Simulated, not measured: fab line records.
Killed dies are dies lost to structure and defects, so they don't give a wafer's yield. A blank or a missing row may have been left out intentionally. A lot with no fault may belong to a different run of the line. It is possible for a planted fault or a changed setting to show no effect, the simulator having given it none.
fab line records | flow nand-harc
[record] lots = 14 wafers = 42 last-day = 31
route steps=1302 shown P_ZERO_WELL@41 THIN_TSV@1269 END@1302
lots with no fault: from the same line, run without faults
start-h: start of the lot's first displayed wafer, in hours after the record's first day | wait-h: how many hours have passed since the lot's step before this one | " the same as in the row above | L1.1+2: a row that stands for several wafers | - value missing, or start not given | * or withheld: withheld | < > ~ a bound
route shown NAME@n: NAME is a module with steps in the file, n the number in the route of the first one | usual: mean/standard deviation of fault-free wafers | same: alike in all rows | chamber/n: place in a boat | sites: per-site readings | _std_site: standard deviation of those values | _edge_site: inner sites' mean taken away from outer sites' mean | radius-mm: for every site, how far away it sits from the centre of the wafer | mask NAME#n: copy n | behind: tool/chamber where the wafer was last shaped | hold: reason for holding the lot/hours on hold/outcome of the hold | device: whichever transistor did not switch (one of n, p or np) | end of line: tests run on the same wafers once the route is complete | a step with no rows: only its recipe | killed: not the wafer's yield, but the dies lost to structure and defects at the first sort | map: shows each die of a wafer: x if killed, . if not, _ if none is there
set.NAME: the setting as run; set.NAME@STEP: as run at that earlier step | model.NAME: the simulator's own value behind a step, which no gauge read
route steps across a sampled set of lots; one table per step, one row per wafer
services: from which hour (start-h, from the record's first day; less than 0 if before it) a tool's chamber was out of use, for how many hours, and why
[[steps]]
[step NHARC_P_ZERO_WELL_EXPOSE_34]
[recipe] na = 0.6 target-cd-nm = 720 dose-mj = 22.31 mask-id = P_PWELL
// columns lot.wafer tool chamber start-h wait-h mask
L114.1+3+6 krf-scanner-02 0 27.72 - P_PWELL#0
L115.2+4+6 krf-scanner-04 0 34.09 - P_PWELL#0
L116.4+5+6 krf-scanner-02 0 44.01 - P_PWELL#0
L117.1+5+6 krf-scanner-01 0 54.02 - P_PWELL#0
L118.1+3+5 krf-scanner-02 0 63.98 - P_PWELL#0
L119.1+3+5 krf-scanner-02 0 73.87 - P_PWELL#0
L120.4+5+6 krf-scanner-02 0 83.87 - P_PWELL#0
L121.1+4+5 krf-scanner-02 0 93.96 - P_PWELL#0
L122.1+4+5 krf-scanner-01 0 104.06 - P_PWELL#0
L123.2+3+6 krf-scanner-04 0 113.83 - P_PWELL#0
L127.1+5+6 krf-scanner-04 0 154.00 - P_PWELL#0
L130.2+3+6 krf-scanner-02 0 184.51 - P_PWELL#0
L131.1+4+5 krf-scanner-02 0 193.85 - P_PWELL#0
L133.2+4+6 krf-scanner-01 0 213.94 - P_PWELL#0
[step NHARC_THIN_TSV_STRIP_62]
[recipe] power-w = 1500 temp-c = 250 time-s = 20 chemistry = N2/H2
[usual] drypump-motor-current-A = 5.9/0.49 heater-power-w = 316/38 rf-refl-power-W = 26/8.7
[same] time-s = 20
// columns lot.wafer tool chamber start-h wait-h drypump-motor-current-A heater-power-w rf-hours-counter-h rf-refl-power-W
L115.2 plasma-asher-02 0 547.13 - 6.1 383 25 22
L115.4 " 0 " " 6.1 363 - 22
L115.6 " 0 " " 6.1 364 - 21
L116.4 plasma-asher-02 0 560.18 - 6.1 375 - 22
L116.6 " 0 " " 6.1 364 - 23
L116.5 " 1 " " 5.2 352 - 16
L114.1 plasma-asher-01 0 561.03 - 5.6 261 7 39
L114.3 " 0 " " 5.6 255 - 39
L114.6 " 1 " " 6.4 320 - 25
L118.1 plasma-asher-01 1 575.06 - 6.5 322 10 25
L118.3 " 1 " " 6.5 322 - 25
L118.5 " 1 " " 6.5 326 - 25
L117.1 plasma-asher-01 1 576.57 - 6.5 317 11 -
L117.5 " 1 " " 6.5 315 - -
L117.6 " 0 " " 5.6 263 - -
L119.1 plasma-asher-01 0 597.48 - 5.6 271 17 -
L119.3 " 0 " " 5.6 261 - -
L119.5 " 1 " " 6.5 318 - -
L120.4 plasma-asher-01 1 598.68 - 6.5 318 - 26
L120.6 " 1 " " 6.5 317 - 26
L120.5 " 0 " " 5.6 264 - 39
L122.1 plasma-asher-01 0 622.06 - 5.6 258 23 40
L122.4 " 0 " " 5.6 259 - 40
L122.5 " 1 " " 6.5 322 - 25
L121.1 plasma-asher-01 1 631.27 - 6.5 327 24 -
L121.4 " 1 " " 6.5 322 - -
L121.5 " 1 " " 6.5 328 - -
L123.2 plasma-asher-01 1 632.46 - 6.5 330 24 24
L123.3 " 0 " " 5.6 265 - 39
L123.6 " 1 " " 6.5 316 - 23
L127.1 plasma-asher-02 1 676.37 - 5.2 358 11 16
L127.6 " 1 " " 5.2 342 - 16
L127.5 " 0 " " 6.1 349 - 22
L131.1 plasma-asher-01 0 725.06 - 5.6 271 3 40
L131.4 " 1 " " 6.5 333 - 23
L131.5 " 0 " " 5.6 276 - 39
L130.2 plasma-asher-01 0 726.50 - 5.6 271 3 -
L130.3 " 0 " " 5.6 266 - -
L130.6 " 0 " " 5.6 271 - -
L133.2 plasma-asher-01 1 736.34 - 6.5 326 7 25
L133.4 " 1 " " 6.5 332 - 25
L133.6 " 1 " " 6.5 327 - 24
[step NHARC_THIN_TSV_DEGAS_53]
[recipe] temp-c = 300 time-s = 60
[usual] heater-power-w = 466/43
[same] time-s = 60
// columns lot.wafer tool chamber start-h wait-h heater-power-w
L115.2 pvd-sputter-02 - 549.29 0.1 457
L115.4 " - " " 495
L115.6 " - " " 459
L116.4 pvd-sputter-02 - 562.30 0.1 498
L116.5 " - " " 549
L116.6 " - " " 496
L114.3 pvd-sputter-03 - 563.17 0.1 436
L114.1 " - " " 476
L114.6 " - " " 409
L118.1 pvd-sputter-02 - 577.22 0.1 502
L118.3 " - " " 445
L118.5 " - " " 504
L117.1 pvd-sputter-03 - 578.76 0.1 418
L117.6 " - " " 436
L117.5 " - " " 393
L119.1 pvd-sputter-03 - 599.64 0.1 428
L119.3 " - " " 407
L119.5 " - " " 474
L120.4 pvd-sputter-03 - 600.83 0.1 402
L120.6 " - " " 469
L120.5 " - " " 426
L122.1 pvd-sputter-02 - 624.22 0.1 460
L122.4 " - " " 510
L122.5 " - " " 512
L121.4 pvd-sputter-01 - 633.42 0.1 444
L121.1 " - " " 529
L121.5 " - " " 474
L123.2 pvd-sputter-02 - 634.63 0.1 558
L123.3 " - " " 504
L123.6 " - " " 500
L127.1 pvd-sputter-02 - 678.54 0.1 488
L127.5 " - " " 521
L127.6 " - " " 503
L131.1 pvd-sputter-01 - 727.23 0.1 442
L131.4 " - " " 526
L131.5 " - " " 490
L130.2 pvd-sputter-01 - 728.64 0.1 435
L130.3 " - " " 525
L130.6 " - " " 488
L133.4 pvd-sputter-03 - 738.47 0.1 415
L133.2 " - " " 483
L133.6 " - " " 472
[step NHARC_THIN_TSV_STRIP_56]
[recipe] power-w = 1500 temp-c = 250 chemistry = O2
[usual] drypump-motor-current-A = 5.9/0.5 heater-power-w = 320/38 rf-refl-power-W = 25/8.6
// columns lot.wafer tool chamber start-h wait-h drypump-motor-current-A heater-power-w rf-hours-counter-h rf-refl-power-W
L115.2 plasma-asher-02 0 550.95 0.1 6.1 373 26 -
L115.4 " 1 " " 5.2 343 - -
L115.6 " 0 " " 6.1 381 - -
L116.4 plasma-asher-01 0 564.09 0.2 5.6 259 - -
L116.6 " 1 " " 6.5 319 - -
L116.5 " 0 " " 5.6 262 - -
L114.1 plasma-asher-01 0 564.88 0.1 5.6 263 8 40
L114.3 " 1 " " 6.5 321 - 26
L114.6 " 0 " " 5.6 268 - 41
L118.1 plasma-asher-01 1 579.00 0.1 6.5 321 12 26
L118.3 " 1 " " 6.5 320 - 25
L118.5 " 0 " " 5.6 261 - 40
L117.1 plasma-asher-02 1 580.55 0.1 5.2 349 31 15
L117.5 " 0 " " 6.1 374 - 24
L117.6 " 1 " " 5.2 346 - 17
L119.1 plasma-asher-02 0 601.45 0.1 6.1 361 34 21
L119.3 " 1 " " 5.2 337 - 16
L119.5 " 0 " " 6.1 377 - 22
L120.4 plasma-asher-02 0 602.55 0.2 6.1 366 - 22
L120.5 " 0 " " 6.1 365 - 23
L120.6 " 1 " " 5.2 343 - 16
L122.1 plasma-asher-02 0 626.00 0.1 6.1 349 1 22
L122.4 " 1 " " 5.2 342 - 16
L122.5 " 1 " " 5.2 355 - 16
L121.1 plasma-asher-02 0 635.44 0.1 6.1 358 3 22
L121.4 " 0 " " 6.1 353 - 22
L121.5 " 1 " " 5.2 351 - 16
L123.2 plasma-asher-01 0 636.46 0.1 5.6 261 26 40
L123.3 " 0 " " 5.6 255 - 39
L123.6 " 0 " " 5.6 263 - 39
L127.1 plasma-asher-01 0 680.31 0.1 5.6 263 35 40
L127.5 " 0 " " 5.6 269 - 40
L127.6 " 1 " " 6.5 322 - 25
L131.1 plasma-asher-01 1 728.92 0.1 6.5 327 4 -
L131.4 " 0 " " 5.6 267 - -
L131.5 " 0 " " 5.6 276 - -
L130.2 plasma-asher-01 1 730.29 0.1 6.5 333 5 -
L130.3 " 1 " " 6.5 326 - -
L130.6 " 0 " " 5.6 273 - -
L133.2 plasma-asher-01 0 740.36 0.1 5.6 275 7 -
L133.4 " 1 " " 6.5 328 - -
L133.6 " 1 " " 6.5 323 - -
[step NHARC_END_SORT_01]
[recipe] temp-c = 25
[usual] killed-at-array = 59/20 killed-at-other = 0.8/1.1 killed-at-periphery = 5/3.1 killed-dies = 64/21 killed-open = 3.4/1.9 killed-short = 2.3/1.7
[same] gross-dies = 677
// columns lot.wafer tool chamber start-h wait-h killed-at-array killed-at-other killed-at-periphery killed-dies killed-open killed-short
L114.1 prober-01 0 574.21 2.5 84 1 13 98 4 5
L114.3 prober-01 0 575.78 3.1 99 0 8 107 5 2
L114.6 prober-01 0 578.14 3.9 80 0 7 87 2 3
L119.1 prober-01 0 609.87 2.5 64 0 3 67 2 2
L119.3 prober-01 0 611.46 3.1 79 0 4 83 1 1
L119.5 prober-01 0 613.05 3.7 78 0 0 78 1 1
L123.2 prober-02 0 646.36 2.8 53 0 3 56 2 2
L123.3 prober-02 0 647.16 3.1 62 0 3 65 2 1
L123.6 prober-02 0 649.56 4.0 54 0 4 58 3 2
L131.1 prober-01 0 738.11 2.5 62 0 68 130 1 1
L131.4 prober-01 0 740.53 3.4 71 0 77 148 4 0
L131.5 prober-01 0 741.34 3.7 60 0 83 143 4 3
L130.2 prober-02 0 738.86 2.8 40 0 38 78 4 1
L130.3 prober-02 0 739.65 3.1 53 0 58 111 4 1
L130.6 prober-02 0 742.02 4.0 54 0 48 102 1 2
// killed by level:class
L114.1 A_CHANNEL_HOLE_D1:chamber-film-flake=31 A_CHANNEL_HOLE_D2:chamber-film-flake=28 A_STAIRCASE:chamber-film-flake=7 P_ZERO_WELL:chamber-film-flake=4 P_CONTACT:chamber-film-flake=4 A_DECK1_JOINT:chamber-film-flake=4 A_CONTACT:chamber-film-flake=3 A_CONTACT:geometric-particle:open=2
L114.3 A_CHANNEL_HOLE_D1:chamber-film-flake=38 A_CHANNEL_HOLE_D2:chamber-film-flake=32 A_STAIRCASE:chamber-film-flake=11 P_M0:chamber-film-flake=4 A_CONTACT:chamber-film-flake=4 A_WL_FILL:chamber-film-flake=3 A_ONON_D1:geometric-particle:open=2 A_ONON_D2:geometric-particle:open=2
L114.6 A_CHANNEL_HOLE_D2:chamber-film-flake=34 A_CHANNEL_HOLE_D1:chamber-film-flake=31 A_STAIRCASE:chamber-film-flake=6 A_CONTACT:chamber-film-flake=6 P_CONTACT:chamber-film-flake=2 P_CONTACT:geometric-particle:short=1 P_M0:geometric-particle:short=1 A_CHANNEL_FILL_D1:geometric-particle:short=1
L119.1 A_CHANNEL_HOLE_D1:chamber-film-flake=37 A_SLIT:chamber-film-flake=17 A_M0:chamber-film-flake=4 A_CHANNEL_HOLE_D2:chamber-film-flake=3 P_M0:geometric-particle:open=2 A_ONON_D2:geometric-particle:short=1 A_M0:geometric-particle:short=1 P_STI:chamber-film-flake=1
L119.3 A_CHANNEL_HOLE_D1:chamber-film-flake=37 A_SLIT:chamber-film-flake=25 A_CHANNEL_HOLE_D2:chamber-film-flake=10 A_M0:chamber-film-flake=4 P_GATE:chamber-film-flake=3 P_CONTACT:geometric-particle:open=1 A_SOURCE_PLATE:geometric-particle:short=1 A_STAIRCASE:chamber-film-flake=1
L119.5 A_CHANNEL_HOLE_D1:chamber-film-flake=34 A_SLIT:chamber-film-flake=30 A_CHANNEL_HOLE_D2:chamber-film-flake=6 A_CONTACT:chamber-film-flake=2 A_M0:chamber-film-flake=2 A_ONON_D1:geometric-particle:open=1 A_ONON_D2:geometric-particle:short=1 A_DECK1_JOINT:chamber-film-flake=1
L123.2 A_SLIT:chamber-film-flake=25 A_CHANNEL_HOLE_D2:chamber-film-flake=9 A_CONTACT:chamber-film-flake=6 A_M1:chamber-film-flake=6 A_CHANNEL_HOLE_D1:chamber-film-flake=4 P_STI:chamber-film-flake=2 P_STI:geometric-particle:short=1 A_DECK1_JOINT:geometric-particle:short=1
L123.3 A_SLIT:chamber-film-flake=33 A_CHANNEL_HOLE_D2:chamber-film-flake=13 A_CHANNEL_HOLE_D1:chamber-film-flake=4 P_STI:chamber-film-flake=2 A_ZERO_WELL:chamber-film-flake=2 A_STAIRCASE:chamber-film-flake=2 A_CONTACT:chamber-film-flake=2 A_M1:chamber-film-flake=2
L123.6 A_SLIT:chamber-film-flake=22 A_CHANNEL_HOLE_D2:chamber-film-flake=13 P_ZERO_WELL:chamber-film-flake=3 A_ZERO_WELL:chamber-film-flake=3 A_CHANNEL_HOLE_D1:chamber-film-flake=3 A_STAIRCASE:chamber-film-flake=3 A_CONTACT:chamber-film-flake=2 A_M1:chamber-film-flake=2
L131.1 P_ZERO_WELL:overlay=63 A_CHANNEL_HOLE_D1:chamber-film-flake=34 A_STAIRCASE:chamber-film-flake=8 A_SLIT:chamber-film-flake=6 P_STI:chamber-film-flake=4 A_CHANNEL_HOLE_D2:chamber-film-flake=4 A_CONTACT:chamber-film-flake=4 A_CHANNEL_FILL_D2:chamber-film-flake=2
L130.2 P_ZERO_WELL:overlay=29 A_CHANNEL_HOLE_D2:chamber-film-flake=22 A_CONTACT:chamber-film-flake=6 A_CHANNEL_HOLE_D1:chamber-film-flake=4 A_SLIT:chamber-film-flake=4 P_CONTACT:geometric-particle:open=2 P_STI:chamber-film-flake=2 P_GATE:chamber-film-flake=2
L130.3 P_ZERO_WELL:overlay=46 A_CHANNEL_HOLE_D2:chamber-film-flake=20 A_CHANNEL_HOLE_D1:chamber-film-flake=13 A_CONTACT:chamber-film-flake=13 P_CONTACT:geometric-particle:open=4 P_GATE:chamber-film-flake=3 A_SLIT:chamber-film-flake=3 P_STI:chamber-film-flake=2
L131.4 P_ZERO_WELL:overlay=74 A_CHANNEL_HOLE_D1:chamber-film-flake=32 A_STAIRCASE:chamber-film-flake=11 A_CONTACT:chamber-film-flake=10 A_SLIT:chamber-film-flake=8 A_CHANNEL_HOLE_D2:chamber-film-flake=6 A_ONON_D1:geometric-particle:open=2 P_STI:chamber-film-flake=2
L131.5 P_ZERO_WELL:overlay=82 A_CHANNEL_HOLE_D1:chamber-film-flake=25 A_STAIRCASE:chamber-film-flake=10 A_CHANNEL_HOLE_D2:chamber-film-flake=8 A_SLIT:chamber-film-flake=4 A_CONTACT:chamber-film-flake=3 A_ONON_D1:geometric-particle:open=2 A_CHANNEL_FILL_D1:geometric-particle:short=1
L130.6 P_ZERO_WELL:overlay=38 A_CHANNEL_HOLE_D2:chamber-film-flake=23 A_CONTACT:chamber-film-flake=10 A_SLIT:chamber-film-flake=9 A_CHANNEL_HOLE_D1:chamber-film-flake=7 P_BONDPAD:chamber-film-flake=4 P_GATE:geometric-particle:short=2 P_ZERO_WELL:chamber-film-flake=2
[[services]]
// columns tool chamber start-h hours kind
plasma-asher-02 - 15.52 1.7 repair
plasma-asher-02 - 72.07 9.0 pm
plasma-asher-02 - 87.85 1.7 repair
krf-scanner-02 - 94.00 4.0 pm
plasma-asher-01 - 165.11 9.0 pm
plasma-asher-02 - 172.16 0.8 repair
plasma-asher-02 - 249.07 9.0 pm
krf-scanner-02 - 266.00 4.0 pm
krf-scanner-02 - 291.13 0.8 repair
plasma-asher-02 - 307.98 0.8 repair
plasma-asher-01 - 342.11 9.0 pm
plasma-asher-02 - 426.07 9.0 pm
krf-scanner-02 - 438.00 4.0 pm
krf-scanner-02 - 452.41 0.4 repair
krf-scanner-02 - 468.80 0.8 repair
plasma-asher-01 - 519.11 9.0 pm
plasma-asher-02 - 573.11 7.3 repair
krf-scanner-02 - 580.71 0.8 repair
plasma-asher-02 - 589.14 1.1 repair
krf-scanner-02 - 596.51 1.7 repair
plasma-asher-02 - 603.25 9.0 pm
krf-scanner-02 - 610.00 4.0 pm
plasma-asher-02 - 619.87 3.2 repair
plasma-asher-01 - 696.11 9.0 pm
[[key]]
[first-sign] step = NHARC_END_SORT_01 reading = killed-at-periphery direction = up sigmas = 18 usual = 5 struck = 62
[effect] step = NHARC_END_SORT_01 reading = killed-dies direction = up sigmas = 2.6 usual = 64 struck = 119 wafers-moved = 4
[more-kills-born-at] NHARC_P_ZERO_WELL_EXPOSE_34@krf-scanner-02 = 332
met-at NHARC_P_ZERO_WELL_EXPOSE_34
struck-lots L130,L131
tester-left-out L130,L131
not-acting-at NHARC_THIN_TSV_STRIP_62,NHARC_THIN_TSV_DEGAS_53,NHARC_THIN_TSV_STRIP_56
onset-between 93.96 184.51
[fault] kind = scanner-matching-overlay tool = krf-scanner-02 chamber = - onset-h = 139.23 steps = NHARC_P_ZERO_WELL_EXPOSE_34 offset = -101.44
// tester-left-out: of these lots the tester's yield and bins aren't shown, on N5 and GAA mostly nor the transistor test; their killed dies are dies lost to structure and defects alone, not to doping, threshold or leakage, so they don't give the yield
